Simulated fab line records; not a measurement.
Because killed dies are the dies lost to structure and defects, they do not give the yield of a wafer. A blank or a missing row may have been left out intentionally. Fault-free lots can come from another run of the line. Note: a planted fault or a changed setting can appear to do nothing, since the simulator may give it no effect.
The tool behind it: which one?	flow nandHarc	21 wafers from 7 lots sampled at 4 of the route's 1302 steps

WHAT EACH GAUGE READ, for each wafer
NHARC_A_SGD_CUT_OVL_MEAS_10.
lot	measured	on	overlayXNm (nm)
L611	day 19 20:30	overlay-01	0.3 -0.6 0.0
L615	day 20 15:26	overlay-01	-0.2 -0.1 0.1
L627	day 25 14:29	overlay-02	-1.2 -1.2 -0.5
L628	day 26 16:25	overlay-02	0.9 0.6 1.2
L631	day 27 12:55	overlay-02	0.0 0.0 0.3
L633	day 29 14:36	overlay-02	0.3 -0.2 0.4

EACH LOT AND THE TOOL THAT RAN IT (in order: tool; ch and the chambers of the sampled wafers; start)
lot	NHARC_A_STAIRCASE_STRIP_446	NHARC_A_STAIRCASE_CMP_450	NHARC_A_STAIRCASE_CMP_472
L611	plasmaAsher-02 ch 0,1, day 19 16:58	cmp-04 ch 2,3, day 19 17:43	cmp-03 ch 0,1,2, day 19 19:20
L615	plasmaAsher-02 ch 0,1, day 20 12:07	cmp-03 ch 1,2, day 20 12:53	cmp-03 ch 1,2,3, day 20 14:24
L622	plasmaAsher-01 ch 0,1, day 23 09:54	cmp-01 ch 0,1,3, day 23 10:42	cmp-04 ch 0,1, day 23 12:19
L627	plasmaAsher-02 ch 0,1, day 25 11:01	cmp-03 ch 1,2, day 25 11:49	cmp-01 ch 1,2,3, day 25 13:19
L628	plasmaAsher-02 ch 0,1, day 26 13:00	cmp-03 ch 0,1,3, day 26 13:47	cmp-04 ch 1,2, day 26 15:13
L631	plasmaAsher-02 ch 0,1, day 27 09:27	cmp-03 ch 1,2, day 27 10:16	cmp-03 ch 0,1,3, day 27 11:42
L633	plasmaAsher-02 ch 0,1, day 29 11:07	cmp-03 ch 0,1,3, day 29 11:55	cmp-03 ch 0,1,2, day 29 13:23
- NHARC_A_STAIRCASE_STRIP_446: strips in O2.
- NHARC_A_STAIRCASE_CMP_450: polishes SiO2, target thk 200 nm.
- NHARC_A_STAIRCASE_CMP_472: polishes SiO2.

THE ANSWER, worked out from the rows above alone
Rule: usual is defined by the lots themselves. The widest of any qualifying gaps counts: lots, ordered by their means at a reading, are off when they make up no more than a third of the lots, leave a main group of 4 or more, and stand apart from it by 3 or more times the standard deviation of that group's means. Not used: any main group whose means are identical at the precision the tables above print for the reading. A lot without any number at a reading at which 4 lots or more have one is off too. All remaining lots with rows at the step are treated as sound.
No lot is off on any of the readings shown, so nothing can be concluded from this.

WHAT WAS PUT IN BY THE SIMULATOR
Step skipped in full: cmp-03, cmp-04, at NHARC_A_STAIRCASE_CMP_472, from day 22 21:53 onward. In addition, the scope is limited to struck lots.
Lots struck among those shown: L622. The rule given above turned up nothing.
